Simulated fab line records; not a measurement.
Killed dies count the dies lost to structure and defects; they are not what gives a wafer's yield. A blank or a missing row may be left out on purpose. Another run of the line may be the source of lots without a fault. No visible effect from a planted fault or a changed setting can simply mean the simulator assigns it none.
Split-lot experiment + flow n5Finfet + 39 wafers read from 7 lots, route of 1938 steps

== ON THE SPLIT ==
At N5_HKMG_FIN_ETCH_58 (etches SOC in N2/H2, target depth 215.8 nm, time 741 s), the setting biasW was moved away from the recipe's 13 W on 15 of the 39 wafers read, by -17.4% to +11.8%. This setting was run at the recipe's value on the other wafers.

The split's own step is where the reading is taken.

== THE READING ==
rfVppV, in V, at N5_HKMG_FIN_ETCH_58 (etches SOC in N2/H2, target depth 215.8 nm, time 741 s). Fault-free wafers of this fab line usually give 98.9 V, standard deviation 0.9 V.

| wafer  | tool, chamber at the split | biasW as run, W | against the recipe | rfVppV, V | against lot-mates on the recipe |
|--------|----------------------------|-----------------|--------------------|-----------|---------------------------------|
| L077.1 | rieDiel-04, 2              | 13              | recipe             | 96.9      | -                               |
| L077.2 | rieDiel-04, 0              | 14.15           | +8.8%              | 104.2     | +6.2                            |
| L077.3 | rieDiel-04, 3              | 13              | recipe             | 97.7      | -                               |
| L077.4 | rieDiel-04, 3              | 13              | recipe             | 99.5      | -                               |
| L077.5 | rieDiel-04, 2              | 14.15           | +8.8%              | 104.9     | +6.9                            |
| L077.6 | rieDiel-04, 0              | 14.15           | +8.8%              | 105.1     | +7.1                            |
| L082.1 | rieDiel-04, 2              | 13              | recipe             | 98.5      | -                               |
| L082.2 | rieDiel-04, 3              | 13              | recipe             | 97.5      | -                               |
| L082.3 | rieDiel-04, 0              | 13              | recipe             | 99.2      | -                               |
| L082.4 | rieDiel-04, 1              | 13              | recipe             | 97.7      | -                               |
| L082.5 | rieDiel-04, 0              | 13              | recipe             | 99.6      | -                               |
| L082.6 | rieDiel-04, 3              | 13              | recipe             | 99.6      | -                               |
| L088.1 | rieDiel-04, 1              | 13              | recipe             | 99.5      | -                               |
| L088.4 | rieDiel-04, 2              | 13              | recipe             | 99.3      | -                               |
| L088.5 | rieDiel-04, 2              | 13              | recipe             | 99.3      | -                               |
| L089.1 | rieDiel-03, 0              | 14.54           | +11.8%             | 106.6     | +7.4                            |
| L089.2 | rieDiel-03, 1              | 14.54           | +11.8%             | 107.1     | +7.9                            |
| L089.3 | rieDiel-03, 3              | 13              | recipe             | 97.8      | -                               |
| L089.4 | rieDiel-03, 2              | 13              | recipe             | 99.2      | -                               |
| L089.5 | rieDiel-03, 2              | 13              | recipe             | 100.6     | -                               |
| L089.6 | rieDiel-03, 3              | 14.54           | +11.8%             | 107.5     | +8.3                            |
| L095.1 | rieDiel-01, 1              | 10.74           | -17.4%             | 88.0      | -9.9                            |
| L095.2 | rieDiel-01, 3              | 10.74           | -17.4%             | 89.0      | -8.9                            |
| L095.3 | rieDiel-01, 2              | 13              | recipe             | 97.1      | -                               |
| L095.4 | rieDiel-01, 0              | 13              | recipe             | 99.3      | -                               |
| L095.5 | rieDiel-01, 0              | 13              | recipe             | 97.4      | -                               |
| L095.6 | rieDiel-01, 1              | 10.74           | -17.4%             | 88.2      | -9.7                            |
| L096.1 | rieDiel-01, 2              | 13              | recipe             | 98.6      | -                               |
| L096.2 | rieDiel-01, 3              | 13              | recipe             | 99.3      | -                               |
| L096.3 | rieDiel-01, 0              | 13.78           | +6.0%              | 101.1     | +2.4                            |
| L096.4 | rieDiel-01, 2              | 13.78           | +6.0%              | 102.9     | +4.2                            |
| L096.5 | rieDiel-01, 0              | 13              | recipe             | 98.1      | -                               |
| L096.6 | rieDiel-01, 3              | 13.78           | +6.0%              | 102.4     | +3.7                            |
| L097.1 | rieDiel-03, 3              | 13              | recipe             | 98.7      | -                               |
| L097.2 | rieDiel-03, 2              | 12.08           | -7.1%              | 93.6      | -4.9                            |
| L097.3 | rieDiel-03, 0              | 13              | recipe             | 97.7      | -                               |
| L097.4 | rieDiel-03, 1              | 12.08           | -7.1%              | 93.8      | -4.7                            |
| L097.5 | rieDiel-03, 0              | 13              | recipe             | 99.0      | -                               |
| L097.6 | rieDiel-03, 1              | 12.08           | -7.1%              | 95.8      | -2.7                            |

FIT RESULTS
A straight line over all 39 wafers: rfVppV changes by +0.63 V for each +1% of biasW; r = +0.98; the points scatter about the line by 0.93 V.
The same after taking each lot's own level away (the mean of its wafers on the recipe; 39 wafers): +0.605 V for each +1%; r = +0.98; scatter 0.9 V.
The reading moves by 11 V for the largest change in biasW, on that fit.
Across the lots, their own levels run from 97.93 to 99.37 V, a range of 1.6 times the standard deviation given above.
Consequently the slope shifts little with the lot-to-lot level, the two slopes agreeing.
Check: for one of the wafers moved furthest among these (-17.4%), held out of the fit, the line's prediction against its lot-mates is -10.4 V. Against them it came out at -9.93 V.
Tool readings at the split's step, against how far the setting was moved: rfVppV r = +0.98.

== OTHER SPLITS APPLIED TO THESE WAFERS ==
Note: prior to the reading, these wafers also went through further splits. Each is held against what the fit with the lots' levels taken away leaves over:
| other split on the same wafers     | wafers away from the commonest value | r with rfVppV (lot level and that fit taken away) |
|------------------------------------|--------------------------------------|---------------------------------------------------|
| N5_FIN_SAQP_ETCH_52 sourceW        | 12                                   | +0.29                                             |
| N5_DUMMY_GATE_EXPOSE_12 doseMj     | 15                                   | +0.21                                             |
| N5_DUMMY_GATE_ETCH_37 sourceW      | 9                                    | -0.12                                             |
| N5_DUMMY_GATE_ETCH_31 targetDepthA | 15                                   | +0.20                                             |
| N5_SD_EPI_N_LINER_46 targetThkA    | 15                                   | +0.10                                             |

== THE FILE'S OWN FIT ==
rfVppV changes by +0.607 V for each +1% of biasW, r = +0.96.
